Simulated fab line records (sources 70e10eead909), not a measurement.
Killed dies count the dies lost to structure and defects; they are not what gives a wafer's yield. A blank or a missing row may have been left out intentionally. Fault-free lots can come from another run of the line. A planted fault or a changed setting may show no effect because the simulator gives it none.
fab line records	flow nandHarc
record lots=24	wafers=72	lastDay=25
route steps=1159 shown P_ZERO_WELL@14 P_STI@83 P_GATE@142 P_M0@274
lots with no fault: from the same line, run without faults
startH: hours from the record's first day to the start of the lot's first wafer shown	waitH: hours elapsed since this lot's preceding step	" same as the row above	L1.1+2: several wafers, shown together as one row	- no value present, or no start provided	* or withheld: withheld	< > ~ a bound
route shown NAME@n: names a module that has steps shown in the file, with the first one's number in the route	usual: the fault-free wafers' mean and standard deviation	same: alike in all rows	chamber/n: place in a boat	sites: per-site readings	_std_site: how widely they spread, as a standard deviation	_edge_site: outer sites' mean less inner sites'	radiusMm: for every site, how far away it sits from the centre of the wafer	mask NAME#n: copy n	behind: the last tool/chamber to shape the wafer	hold: why the lot went on hold/how many hours it stayed there/how the hold came to an end	device: names the non-switching transistor (n, p or np)	end of line: the route-end tests of the same wafers	step lacking rows: just its recipe	killed: at the first sort, the dies lost to defects and structure; wafer yield is something else	map: per-die view of a wafer (x killed, . not killed, _ where there is no die)
set.NAME: the setting the step ran with; set.NAME@STEP: the setting that earlier step ran with	model.NAME: the simulator's own value behind a step, which no gauge read
route steps across a sampled set of lots; one table per step, one row per wafer
services: a tool's chamber out of use, with start hour (startH, from the record's first day; less than 0 if before it), hours out, and reason
## steps
# step NHARC_P_ZERO_WELL_CD_MEAS_11
# recipe targetCdNm=500	landingEnergyEv=500
# usual cdNm=500.0/1.4
lot.wafer	tool	chamber	startH	waitH	cdNm
L074.3	cdSem-02	0	13.12	-	501.5
L074.5	"	0	"	"	502.0
L074.6	"	0	"	"	501.8
L075.2	cdSem-02	0	19.25	-	500.8
L075.3	"	0	"	"	500.0
L075.5	"	0	"	"	502.3
L076.2	cdSem-02	0	25.24	-	499.6
L076.5	"	0	"	"	501.6
L076.6	"	0	"	"	501.1
L077.2	cdSem-01	0	31.24	-	499.9
L077.3	"	0	"	"	502.0
L077.5	"	0	"	"	500.6
L078.2	cdSem-03	0	37.24	-	501.4
L078.3	"	0	"	"	501.6
L078.6	"	0	"	"	502.3
L079.1	cdSem-02	0	43.13	-	500.7
L079.4	"	0	"	"	502.8
L079.6	"	0	"	"	498.7
L080.2	cdSem-01	0	49.11	-	501.5
L080.4	"	0	"	"	500.0
L080.5	"	0	"	"	500.0
L081.1	cdSem-01	0	55.25	-	498.2
L081.4	"	0	"	"	498.5
L081.6	"	0	"	"	501.1
L082.2	cdSem-03	0	61.24	-	499.0
L082.3	"	0	"	"	498.5
L082.4	"	0	"	"	500.5
L083.1	cdSem-02	0	67.32	-	498.9
L083.2	"	0	"	"	498.2
L083.5	"	0	"	"	500.0
L084.1	cdSem-02	0	73.14	-	500.5
L084.2	"	0	"	"	500.4
L084.4	"	0	"	"	500.5
L085.1	cdSem-03	0	79.12	-	499.9
L085.3	"	0	"	"	500.1
L085.6	"	0	"	"	499.1
L086.3	cdSem-03	0	85.25	-	500.2
L086.5	"	0	"	"	499.7
L086.6	"	0	"	"	499.1
L087.1	cdSem-03	0	91.38	-	499.2
L087.3	"	0	"	"	499.9
L087.5	"	0	"	"	499.4
L088.1	cdSem-01	0	97.24	-	500.3
L088.2	"	0	"	"	499.5
L088.4	"	0	"	"	501.1
L089.2	cdSem-03	0	103.15	-	498.1
L089.4	"	0	"	"	501.1
L089.5	"	0	"	"	501.1
L090.1	cdSem-02	0	109.19	-	499.9
L090.4	"	0	"	"	499.5
L090.6	"	0	"	"	500.7
L091.1	cdSem-02	0	115.11	-	499.5
L091.2	"	0	"	"	499.5
L091.3	"	0	"	"	498.3
L092.1	cdSem-03	0	121.31	-	496.8
L092.3	"	0	"	"	497.9
L092.4	"	0	"	"	497.3
L093.1	cdSem-01	0	127.11	-	499.7
L093.4	"	0	"	"	499.8
L093.5	"	0	"	"	499.3
L094.2	cdSem-03	0	133.24	-	496.4
L094.4	"	0	"	"	496.9
L094.6	"	0	"	"	498.5
L095.2	cdSem-03	0	139.27	-	500.5
L095.5	"	0	"	"	499.2
L095.6	"	0	"	"	499.6
L096.1	cdSem-01	0	145.24	-	498.0
L096.5	"	0	"	"	499.6
L096.6	"	0	"	"	500.6
L097.1	cdSem-01	0	151.23	-	500.8
L097.2	"	0	"	"	500.9
L097.5	"	0	"	"	502.2
# step NHARC_P_ZERO_WELL_ETCH_63
# recipe targetDepthA=1200	timeS=40.1	hbrFlowSccm=150	cl2FlowSccm=50	rfW=400	icpW=400	biasW=100	chemistry=HBr/Cl2
# usual chamberPressureMTorr=15.000/0.014	drypumpMotorCurrentA=5.8/0.56	oesProductAu=0.998/0.0068	throttleValvePct=26.404/0.008
lot.wafer	tool	chamber	startH	waitH	chamberPressureMTorr	drypumpMotorCurrentA	oesProductAu	rfHoursCounterH	throttleValvePct
L074.3	rieSi-02	0	13.67	-	15.011	5.5	1.018	1.4	26.400
L074.6	"	1	"	"	14.997	6.6	1.002	-	26.403
L074.5	"	2	"	"	15.005	6.0	1.002	-	26.411
L075.2	rieSi-01	1	19.70	-	15.005	5.1	0.993	0.7	26.410
L075.3	"	3	"	"	15.033	5.2	0.991	0.7	26.421
L075.5	"	1	"	"	14.983	5.1	0.988	-	26.412
L076.2	rieSi-02	3	25.67	-	15.009	5.3	1.005	1.2	26.416
L076.6	"	2	"	"	14.997	6.0	1.006	-	26.409
L076.5	"	3	"	"	15.003	5.3	0.999	-	26.405
L077.3	rieSi-02	0	31.65	-	15.015	5.5	1.004	1.5	26.402
L077.2	"	2	"	"	15.015	6.1	0.994	1.3	26.399
L077.5	"	1	"	"	14.983	6.6	1.003	-	26.407
L078.3	rieSi-06	0	37.66	-	15.022	6.7	1.003	0.2	26.422
L078.2	"	2	"	"	15.018	6.0	1.005	0.3	26.398
L078.6	"	1	"	"	15.013	4.9	1.003	-	26.399
L079.1	rieSi-02	1	43.57	-	15.011	6.6	1.004	0.0	26.399
L079.4	"	3	"	"	15.017	5.4	0.992	0.0	26.418
L079.6	"	0	"	"	14.999	5.5	0.989	-	26.414
L080.4	rieSi-02	0	49.55	-	15.025	5.5	1.003	0.1	26.408
L080.2	"	1	"	"	15.003	6.6	1.009	0.1	26.403
L080.5	"	3	"	"	14.971	5.4	1.001	-	26.411
L081.1	rieSi-02	2	55.70	-	14.976	6.1	0.987	0.1	26.400
L081.4	"	3	"	"	15.002	5.4	1.001	0.1	26.400
L081.6	"	0	"	"	14.986	5.5	1.002	-	26.398
L082.4	rieSi-02	2	61.67	-	14.995	6.0	0.986	0.1	26.396
L082.3	"	3	"	"	15.018	5.3	1.006	0.1	26.410
L082.2	"	0	"	"	15.002	5.5	1.007	0.1	26.392
L083.2	rieSi-01	0	67.80	-	15.030	6.3	0.997	1.2	26.400
L083.1	"	1	"	"	14.991	5.1	0.998	1.2	26.405
L083.5	"	3	"	"	15.000	5.1	0.993	-	26.379
L084.4	rieSi-02	3	73.59	-	14.990	5.3	0.998	0.2	26.408
L084.2	"	0	"	"	14.988	5.5	1.001	0.2	26.399
L084.1	"	2	"	"	14.991	6.0	1.003	0.3	26.389
L085.3	rieSi-06	3	79.54	-	15.002	5.8	0.993	0.7	26.404
L085.1	"	1	"	"	14.988	5.0	0.998	0.6	26.391
L085.6	"	3	"	"	15.015	5.7	0.999	-	26.408
L086.3	rieSi-06	3	85.66	-	15.014	5.8	0.991	0.7	26.390
L086.5	"	3	"	"	14.992	5.8	0.995	-	26.393
L086.6	"	0	"	"	15.010	6.7	1.010	-	26.400
L087.3	rieSi-02	2	92.03	-	14.977	6.0	0.994	0.3	26.408
L087.1	"	1	"	"	15.001	6.6	0.999	0.4	26.407
L087.5	"	3	"	"	14.982	5.4	0.985	-	26.393
L088.1	rieSi-01	2	97.66	-	14.988	5.7	0.999	0.8	26.410
L088.4	"	0	"	"	14.993	6.2	1.005	1.4	26.390
L088.2	"	1	"	"	14.992	5.1	1.000	1.5	26.407
L089.4	rieSi-02	2	103.60	-	15.018	6.0	0.996	0.4	26.397
L089.2	"	3	"	"	14.988	5.4	0.997	0.4	26.396
L089.5	"	2	"	"	14.991	6.0	0.990	-	26.411
L090.4	rieSi-06	3	109.62	-	15.018	5.8	0.998	1.0	26.392
L090.1	"	0	"	"	14.995	6.7	1.006	0.8	26.399
L090.6	"	2	"	"	15.035	6.0	0.994	-	26.400
L091.1	rieSi-01	2	115.53	-	15.006	5.6	0.990	0.9	26.417
L091.3	"	0	"	"	15.003	6.2	0.994	1.5	26.407
L091.2	"	1	"	"	15.010	5.1	0.998	1.6	26.401
L092.3	rieSi-01	3	121.73	-	14.984	5.1	0.986	1.6	26.410
L092.1	"	0	"	"	15.008	6.3	0.999	1.6	26.401
L092.4	"	1	"	"	15.019	5.1	0.995	1.7	26.408
L093.4	rieSi-06	3	127.53	-	14.983	5.7	1.000	1.1	26.397
L093.1	"	0	"	"	14.996	6.8	0.994	1.0	26.406
L093.5	"	3	"	"	14.992	5.7	0.991	-	26.405
L094.2	rieSi-02	0	133.67	-	14.967	5.5	1.007	0.7	26.411
L094.4	"	1	"	"	14.996	6.6	1.000	0.6	26.395
L094.6	"	1	"	"	15.008	6.6	1.007	-	26.394
L095.2	rieSi-01	0	139.69	-	15.011	6.3	1.000	0.0	26.409
L095.5	"	0	"	"	14.999	6.3	1.004	-	26.401
L095.6	"	1	"	"	15.007	5.1	0.991	-	26.392
L096.1	rieSi-01	2	145.66	-	15.003	5.6	0.995	0.1	26.413
L096.6	"	2	"	"	14.995	5.6	1.001	-	26.398
L096.5	"	3	"	"	14.984	5.1	1.009	-	26.401
L097.1	rieSi-06	1	151.66	-	14.973	5.0	1.000	1.0	26.399
L097.2	"	3	"	"	14.998	5.7	0.988	1.4	26.394
L097.5	"	0	"	"	14.987	6.7	1.002	-	26.409
# step NHARC_P_STI_CD_MEAS_09
# recipe targetCdNm=200	landingEnergyEv=500
# usual cdNm=199.4/1.7
lot.wafer	tool	chamber	startH	waitH	cdNm
L074.3	cdSem-03	0	32.38	-	198.8
L074.5	"	0	"	"	197.3
L074.6	"	0	"	"	198.1
L076.2	cdSem-01	0	44.04	-	198.2
L076.5	"	0	"	"	199.4
L076.6	"	0	"	"	195.8
L075.2	cdSem-01	0	44.21	-	202.3
L075.3	"	0	"	"	199.1
L075.5	"	0	"	"	199.1
L077.2	cdSem-03	0	53.45	-	198.8
L077.3	"	0	"	"	199.0
L077.5	"	0	"	"	200.8
L078.2	cdSem-01	0	58.84	-	198.0
L078.3	"	0	"	"	200.2
L078.6	"	0	"	"	197.5
L079.1	cdSem-03	0	65.64	-	199.1
L079.4	"	0	"	"	200.2
L079.6	"	0	"	"	196.7
L081.1	cdSem-02	0	73.98	-	196.9
L081.4	"	0	"	"	197.1
L081.6	"	0	"	"	201.2
L080.2	cdSem-03	0	74.14	-	199.8
L080.4	"	0	"	"	199.3
L080.5	"	0	"	"	197.9
L082.2	cdSem-03	0	83.20	-	199.2
L082.3	"	0	"	"	197.6
L082.4	"	0	"	"	197.8
L083.1	cdSem-03	0	89.51	-	198.8
L083.2	"	0	"	"	199.9
L083.5	"	0	"	"	200.2
L084.1	cdSem-01	0	95.96	-	200.4
L084.2	"	0	"	"	198.0
L084.4	"	0	"	"	202.2
L085.1	cdSem-01	0	103.06	-	198.2
L085.3	"	0	"	"	199.5
L085.6	"	0	"	"	199.3
L086.3	cdSem-01	0	110.71	-	201.3
L086.5	"	0	"	"	199.7
L086.6	"	0	"	"	202.5
L087.1	cdSem-01	0	110.73	-	197.1
L087.3	"	0	"	"	197.8
L087.5	"	0	"	"	195.1
L088.1	cdSem-03	0	118.91	-	201.7
L088.2	"	0	"	"	201.7
L088.4	"	0	"	"	203.7
L089.2	cdSem-02	0	127.02	-	200.1
L089.4	"	0	"	"	201.4
L089.5	"	0	"	"	201.3
L090.1	cdSem-01	0	130.89	-	198.8
L090.4	"	0	"	"	199.0
L090.6	"	0	"	"	198.8
L091.1	cdSem-03	0	137.48	-	200.9
L091.2	"	0	"	"	201.1
L091.3	"	0	"	"	200.7
L092.1	cdSem-01	0	143.20	-	199.1
L092.3	"	0	"	"	199.2
L092.4	"	0	"	"	200.2
L093.1	cdSem-02	0	149.61	-	200.1
L093.4	"	0	"	"	196.3
L093.5	"	0	"	"	199.7
L094.2	cdSem-02	0	155.64	-	197.7
L094.4	"	0	"	"	198.4
L094.6	"	0	"	"	198.4
L095.2	cdSem-01	0	162.35	-	198.9
L095.5	"	0	"	"	200.6
L095.6	"	0	"	"	202.0
L097.1	cdSem-03	0	170.65	-	200.6
L097.2	"	0	"	"	200.7
L097.5	"	0	"	"	198.2
L096.1	cdSem-01	0	170.81	-	200.8
L096.5	"	0	"	"	200.7
L096.6	"	0	"	"	199.8
# step NHARC_P_GATE_OVL_MEAS_27
# usual overlayXNm=0.0/0.74	overlayYNm=-0.3/0.79
lot.wafer	tool	chamber	startH	waitH	overlayXNm	overlayYNm
L074.3	overlay-02	-	83.28	-	0.5	0.3
L074.5	"	-	"	"	0.1	-0.1
L074.6	"	-	"	"	0.5	0.0
L075.2	overlay-02	-	95.92	-	-0.3	-0.4
L075.3	"	-	"	"	0.5	-0.8
L075.5	"	-	"	"	0.8	-0.8
L076.2	overlay-01	-	96.43	-	0.2	-1.3
L076.5	"	-	"	"	-0.1	-0.8
L076.6	"	-	"	"	0.4	-1.3
L077.2	overlay-01	-	103.04	-	0.8	0.7
L077.3	"	-	"	"	0.5	0.3
L077.5	"	-	"	"	0.8	0.5
L078.2	overlay-02	-	123.48	-	0.3	-0.9
L078.3	"	-	"	"	0.0	-0.6
L078.6	"	-	"	"	0.6	-0.8
L079.1	overlay-02	-	126.01	-	1.0	1.0
L079.4	"	-	"	"	1.4	0.7
L079.6	"	-	"	"	1.1	1.1
L081.1	overlay-02	-	134.46	-	-0.4	0.0
L081.4	"	-	"	"	-1.2	-0.4
L081.6	"	-	"	"	-1.0	-0.2
L080.2	overlay-01	-	134.61	-	-0.2	0.0
L080.4	"	-	"	"	-0.9	0.1
L080.5	"	-	"	"	-0.3	-0.4
L082.2	overlay-02	-	140.70	-	-0.7	-0.9
L082.3	"	-	"	"	-0.8	-0.8
L082.4	"	-	"	"	-0.2	-1.1
L083.1	overlay-01	-	141.34	-	0.3	-0.8
L083.2	"	-	"	"	0.4	-1.1
L083.5	"	-	"	"	0.7	-1.2
L084.1	overlay-01	-	151.58	-	0.2	-0.2
L084.2	"	-	"	"	-0.3	-0.5
L084.4	"	-	"	"	0.2	0.0
L087.1	overlay-01	-	166.55	-	0.9	-0.5
L087.3	"	-	"	"	0.7	-0.6
L087.5	"	-	"	"	0.6	-0.1
L085.1	overlay-01	-	166.65	-	-0.9	0.1
L085.3	"	-	"	"	-0.3	0.3
L085.6	"	-	"	"	-0.3	0.5
L088.1	overlay-02	-	167.19	-	0.6	-0.8
L088.2	"	-	"	"	1.1	-0.6
L088.4	"	-	"	"	0.5	-0.3
L086.3	overlay-01	-	167.30	-	-1.9	1.2
L086.5	"	-	"	"	-1.1	1.4
L086.6	"	-	"	"	-1.2	1.1
L090.1	overlay-01	-	185.49	-	-0.6	0.0
L090.4	"	-	"	"	-0.4	-0.3
L090.6	"	-	"	"	-0.6	-0.7
L089.2	overlay-02	-	185.65	-	0.5	0.1
L089.4	"	-	"	"	1.5	-0.3
L089.5	"	-	"	"	1.2	-0.4
L091.1	overlay-02	-	193.16	-	-0.7	0.7
L091.2	"	-	"	"	-0.2	1.2
L091.3	"	-	"	"	0.1	0.9
L092.1	overlay-02	-	196.72	-	-0.3	-0.5
L092.3	"	-	"	"	0.1	-0.9
L092.4	"	-	"	"	-0.2	-0.9
L093.1	overlay-02	-	197.14	-	-0.3	-0.7
L093.4	"	-	"	"	-0.2	-0.4
L093.5	"	-	"	"	0.2	-0.6
L094.2	overlay-01	-	209.15	-	-1.4	-1.3
L094.4	"	-	"	"	-1.2	-1.1
L094.6	"	-	"	"	-0.8	-1.0
L095.2	overlay-02	-	212.63	-	0.6	-1.1
L095.5	"	-	"	"	0.5	-0.7
L095.6	"	-	"	"	0.6	-1.3
L097.1	overlay-01	-	220.17	-	0.6	-1.9
L097.2	"	-	"	"	0.8	-2.0
L097.5	"	-	"	"	0.5	-1.3
L096.1	overlay-02	-	220.33	-	-1.0	-1.2
L096.5	"	-	"	"	-0.7	-1.2
L096.6	"	-	"	"	-0.5	-1.2
# step NHARC_P_M0_PVD_20
# recipe targetThkA=50	biasV=168.6	powerW=15000	chamberPressurePa=0.12	timeS=8.06	substrateTempC=50	material=TaN
# usual throttleValvePct=30.0/0.81
lot.wafer	tool	chamber	startH	waitH	throttleValvePct
L074.3	pvdSputter-01	-	-	-	28.8
L074.6	"	-	"	"	30.2
L074.5	"	-	"	"	29.9
L075.3	pvdSputter-01	-	-	-	28.8
L075.2	"	-	"	"	28.7
L075.5	"	-	"	"	29.8
L076.2	pvdSputter-02	-	-	-	30.0
L076.6	"	-	"	"	30.3
L076.5	"	-	"	"	30.0
L077.2	pvdSputter-01	-	-	-	29.0
L077.3	"	-	"	"	28.6
L077.5	"	-	"	"	29.7
L078.2	pvdSputter-03	-	-	-	31.1
L078.3	"	-	"	"	29.8
L078.6	"	-	"	"	31.1
L079.4	pvdSputter-02	-	-	-	29.9
L079.1	"	-	"	"	28.1
L079.6	"	-	"	"	30.0
L080.2	pvdSputter-03	-	-	-	30.0
L080.4	"	-	"	"	29.9
L080.5	"	-	"	"	31.0
L081.4	pvdSputter-03	-	-	-	31.0
L081.1	"	-	"	"	29.8
L081.6	"	-	"	"	31.3
L082.2	pvdSputter-03	-	-	-	31.5
L082.4	"	-	"	"	30.4
L082.3	"	-	"	"	31.0
L083.1	pvdSputter-02	-	-	-	30.2
L083.2	"	-	"	"	30.1
L083.5	"	-	"	"	30.4
L084.1	pvdSputter-01	-	-	-	29.7
L084.4	"	-	"	"	29.5
L084.2	"	-	"	"	29.3
L087.1	pvdSputter-02	-	-	-	29.9
L087.3	"	-	"	"	30.0
L087.5	"	-	"	"	29.7
L085.3	pvdSputter-01	-	-	-	29.3
L085.1	"	-	"	"	30.4
L085.6	"	-	"	"	29.4
L088.4	pvdSputter-03	-	-	-	30.0
L088.2	"	-	"	"	30.2
L088.1	"	-	"	"	30.9
L086.3	pvdSputter-01	-	-	-	29.3
L086.6	"	-	"	"	29.0
L086.5	"	-	"	"	30.5
L090.4	pvdSputter-01	-	-	-	29.4
L090.1	"	-	"	"	29.8
L090.6	"	-	"	"	30.5
L089.4	pvdSputter-01	-	-	-	29.0
L089.2	"	-	"	"	29.8
L089.5	"	-	"	"	29.3
L091.2	pvdSputter-03	-	-	-	30.0
L091.3	"	-	"	"	31.1
L091.1	"	-	"	"	30.0
L092.1	pvdSputter-01	-	-	-	30.5
L092.3	"	-	"	"	29.2
L092.4	"	-	"	"	29.3
L093.1	pvdSputter-01	-	-	-	30.6
L093.4	"	-	"	"	29.7
L093.5	"	-	"	"	29.5
L094.4	pvdSputter-03	-	-	-	30.3
L094.2	"	-	"	"	31.5
L094.6	"	-	"	"	30.8
L095.2	pvdSputter-03	-	-	-	30.0
L095.6	"	-	"	"	31.7
L095.5	"	-	"	"	29.8
L097.1	pvdSputter-02	-	-	-	29.1
L097.2	"	-	"	"	28.9
L097.5	"	-	"	"	28.6
L096.1	pvdSputter-01	-	-	-	30.0
L096.6	"	-	"	"	30.7
L096.5	"	-	"	"	29.8
# step NHARC_P_M0_PVD_21
# recipe targetThkA=300	chamberPressurePa=5	powerW=5000	substrateTempC=30	timeS=20.49	material=Cu
# usual throttleValvePct=29.9/0.86
lot.wafer	tool	chamber	startH	waitH	throttleValvePct
L074.3	pvdSputter-01	-	-	-	29.1
L074.5	"	-	"	"	28.6
L074.6	"	-	"	"	30.1
L075.3	pvdSputter-01	-	-	-	28.9
L075.2	"	-	"	"	30.0
L075.5	"	-	"	"	29.3
L076.2	pvdSputter-02	-	-	-	29.8
L076.6	"	-	"	"	30.1
L076.5	"	-	"	"	30.2
L077.2	pvdSputter-01	-	-	-	30.1
L077.3	"	-	"	"	29.7
L077.5	"	-	"	"	28.6
L078.3	pvdSputter-03	-	-	-	31.5
L078.2	"	-	"	"	30.1
L078.6	"	-	"	"	30.8
L079.1	pvdSputter-02	-	-	-	29.7
L079.4	"	-	"	"	30.1
L079.6	"	-	"	"	28.4
L080.2	pvdSputter-03	-	-	-	30.2
L080.4	"	-	"	"	30.8
L080.5	"	-	"	"	30.0
L081.4	pvdSputter-03	-	-	-	29.6
L081.1	"	-	"	"	30.1
L081.6	"	-	"	"	30.0
L082.4	pvdSputter-03	-	-	-	29.9
L082.3	"	-	"	"	31.1
L082.2	"	-	"	"	31.5
L083.1	pvdSputter-02	-	-	-	27.9
L083.2	"	-	"	"	29.9
L083.5	"	-	"	"	29.7
L084.4	pvdSputter-01	-	-	-	29.2
L084.2	"	-	"	"	30.8
L084.1	"	-	"	"	29.9
L087.1	pvdSputter-02	-	-	-	30.0
L087.3	"	-	"	"	30.0
L087.5	"	-	"	"	29.8
L085.1	pvdSputter-01	-	-	-	30.5
L085.3	"	-	"	"	29.4
L085.6	"	-	"	"	29.9
L088.1	pvdSputter-03	-	-	-	29.8
L088.2	"	-	"	"	31.0
L088.4	"	-	"	"	31.4
L086.3	pvdSputter-01	-	-	-	30.6
L086.5	"	-	"	"	29.4
L086.6	"	-	"	"	29.6
L090.1	pvdSputter-01	-	-	-	29.7
L090.4	"	-	"	"	29.2
L090.6	"	-	"	"	29.3
L089.2	pvdSputter-01	-	-	-	29.6
L089.4	"	-	"	"	30.6
L089.5	"	-	"	"	29.8
L091.3	pvdSputter-03	-	-	-	31.6
L091.2	"	-	"	"	29.9
L091.1	"	-	"	"	30.4
L092.1	pvdSputter-01	-	-	-	30.4
L092.4	"	-	"	"	29.4
L092.3	"	-	"	"	29.3
L093.1	pvdSputter-01	-	-	-	30.7
L093.4	"	-	"	"	29.0
L093.5	"	-	"	"	29.3
L094.4	pvdSputter-03	-	-	-	29.9
L094.2	"	-	"	"	31.0
L094.6	"	-	"	"	31.4
L095.2	pvdSputter-03	-	-	-	30.0
L095.6	"	-	"	"	30.9
L095.5	"	-	"	"	31.9
L097.2	pvdSputter-02	-	-	-	28.7
L097.1	"	-	"	"	29.4
L097.5	"	-	"	"	29.4
L096.1	pvdSputter-01	-	-	-	30.4
L096.5	"	-	"	"	30.0
L096.6	"	-	"	"	29.2
## services
tool	chamber	startH	hours	kind
rieSi-06	-	6.00	9.0	pm
rieSi-02	-	34.00	9.0	pm
rieSi-02	0	34.00	9.0	ventCycle
rieSi-02	1	34.00	9.0	ventCycle
rieSi-02	2	34.00	9.0	ventCycle
rieSi-01	-	35.48	0.4	repair
pvdSputter-02	-	36.00	10.0	pm
rieSi-01	3	57.92	1.8	repair
pvdSputter-03	-	60.20	4.3	repair
rieSi-06	-	94.43	0.2	repair
pvdSputter-01	-	98.71	6.3	repair
pvdSputter-03	-	102.00	10.0	pm
rieSi-01	-	114.12	0.3	repair
rieSi-01	-	127.00	9.0	pm
rieSi-02	3	157.06	4.9	repair
pvdSputter-01	-	158.01	10.0	pm
rieSi-01	-	163.01	10.0	repair
rieSi-02	-	170.51	0.6	repair
rieSi-06	-	183.00	9.0	pm
rieSi-02	-	211.00	9.0	pm
pvdSputter-02	-	214.00	10.0	pm
rieSi-06	3	218.29	1.2	repair
rieSi-01	3	220.13	3.3	repair
pvdSputter-02	-	226.61	1.8	repair
## key
fault none
